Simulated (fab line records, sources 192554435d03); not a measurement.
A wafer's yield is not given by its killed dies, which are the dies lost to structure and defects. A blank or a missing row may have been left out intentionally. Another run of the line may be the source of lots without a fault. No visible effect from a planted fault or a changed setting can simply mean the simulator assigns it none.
Split-lot study + flow n5_finfet + 21 wafers read from 7 lots, route of 1938 steps

THE SPLIT
At N5_BEOL_M15_PEB_26 (peb time 90 s), the setting peb_temp_c was moved away from the recipe's 130 C on 7 of the 21 wafers read, by -2.1% to +1.5%. The other wafers ran this setting at the recipe's value.

FROM THE SPLIT TO THE READING: what the file shows between them, 2 steps
- N5_BEOL_M15_DEVELOP_27: develop time 45 s
- N5_BEOL_M15_HARDBAKE_32: time 120 s

THE READING
Shown in nm: cd_nm at N5_BEOL_M15_CD_MEAS_28, with target cd 407.6 nm. Fault-free wafers of this fab line usually give 407.5 nm, standard deviation 1.9 nm.

| wafer  | tool, chamber at the split | peb_temp_c as run, C | against the recipe | cd_nm, nm | against lot-mates on the recipe |
|--------|----------------------------|----------------------|--------------------|-----------|---------------------------------|
| L076.1 | litho_track-02, 0          | 128.6                | -1.1%              | 401.4     | -6.2                            |
| L076.3 | litho_track-02, 0          | 130                  | recipe             | 408.2     | -                               |
| L076.5 | litho_track-02, 0          | 130                  | recipe             | 407.1     | -                               |
| L080.2 | litho_track-05, 0          | 130                  | recipe             | 405.6     | -                               |
| L080.4 | litho_track-05, 0          | 130                  | recipe             | 404.5     | -                               |
| L080.6 | litho_track-05, 0          | 130                  | recipe             | 404.9     | -                               |
| L078.4 | litho_track-05, 0          | 130                  | recipe             | 406.5     | -                               |
| L078.5 | litho_track-05, 0          | 130                  | recipe             | 407.2     | -                               |
| L078.6 | litho_track-05, 0          | 130                  | recipe             | 406.8     | -                               |
| L081.4 | litho_track-02, 0          | 132                  | +1.5%              | 417.2     | +9.1                            |
| L081.5 | litho_track-02, 0          | 130                  | recipe             | 408.1     | -                               |
| L081.6 | litho_track-02, 0          | 132                  | +1.5%              | 416.0     | +7.9                            |
| L084.1 | litho_track-01, 0          | 130                  | recipe             | 410.5     | -                               |
| L084.4 | litho_track-01, 0          | 130                  | recipe             | 410.3     | -                               |
| L084.6 | litho_track-01, 0          | 130                  | recipe             | 412.1     | -                               |
| L086.2 | litho_track-02, 0          | 127.3                | -2.1%              | 391.8     | -16.0                           |
| L086.5 | litho_track-02, 0          | 130                  | recipe             | 407.8     | -                               |
| L086.6 | litho_track-02, 0          | 127.3                | -2.1%              | 394.2     | -13.6                           |
| L092.2 | litho_track-02, 0          | 128.5                | -1.2%              | 399.1     | -5.4                            |
| L092.3 | litho_track-02, 0          | 130                  | recipe             | 404.5     | -                               |
| L092.4 | litho_track-02, 0          | 128.5                | -1.2%              | 396.5     | -8.0                            |

THE FIT
A straight line over all 21 wafers: cd_nm changes by +6.73 nm for each +1% of peb_temp_c; r = +0.95; the points scatter about the line by 2.1 nm.
The same after taking each lot's own level away (the mean of its wafers on the recipe; 21 wafers): +6.34 nm for each +1%; r = +0.99; scatter 1 nm.
That fit puts the effect of the largest move of peb_temp_c on the reading at 13 nm.
Across the lots, their own levels run from 404.50 to 410.97 nm, a range of 3.4 times the standard deviation given above.
So the lot-to-lot level changes the slope little: the two slopes agree.
Check: with one of the wafers moved furthest among these (-2.1%) left out of the fit, the line predicts -12.4 nm for it against its lot-mates. Against them it came out at -16 nm.

THESE WAFERS: OTHER SPLITS
These wafers also went through other splits before the reading. Each is held against what the fit with the lots' levels taken away leaves over:
| other split on the same wafers    | wafers away from the commonest value | r with cd_nm (lot level and that fit taken away) |
|-----------------------------------|--------------------------------------|--------------------------------------------------|
| N5_BEOL_M14_TRENCH_ETCH_34 time_s | 8                                    | +0.16                                            |

THE WHOLE CHAIN: every reading that the file lists as answering this split, in the file's order
| step                       | what it does                                                            | reading                                                         | change (the file's fit)              | r (the file's) |
|----------------------------|-------------------------------------------------------------------------|-----------------------------------------------------------------|--------------------------------------|----------------|
| N5_BEOL_M15_CD_MEAS_28     | target cd 407.6 nm                                                      | cd_nm                                                           | +6.34 nm for each +1% of the setting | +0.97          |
| N5_BEOL_M15_DESCUM_33      | chemistry O2, time 7.9 s                                                | BEOL_M15.cd_nm (the simulator's own value, which no gauge read) | +6.34 nm for each +1% of the setting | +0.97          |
| N5_BEOL_M15_ETCH_61        | etches BARC in N2/H2, target depth 89 nm, overetch 26.7 nm, time 67.9 s | BEOL_M15.cd_nm (the simulator's own value, which no gauge read) | +5.47 nm for each +1% of the setting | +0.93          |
| N5_BEOL_M15_TRENCH_ETCH_34 | etches SiO2 in C4F8/O2/Ar, target depth 872.93 nm, time 199 s           | BEOL_M15.cd_nm (the simulator's own value, which no gauge read) | +5.2 nm for each +1% of the setting  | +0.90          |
| N5_BEOL_M15_ETCH_38        | etches SiCN in CF4/N2, target depth 106.4 nm, time 120.5 s              | BEOL_M15.cd_nm (the simulator's own value, which no gauge read) | +5.11 nm for each +1% of the setting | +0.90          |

THE FILE'S OWN FIT
cd_nm changes by +6.34 nm for each +1% of peb_temp_c, r = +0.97.
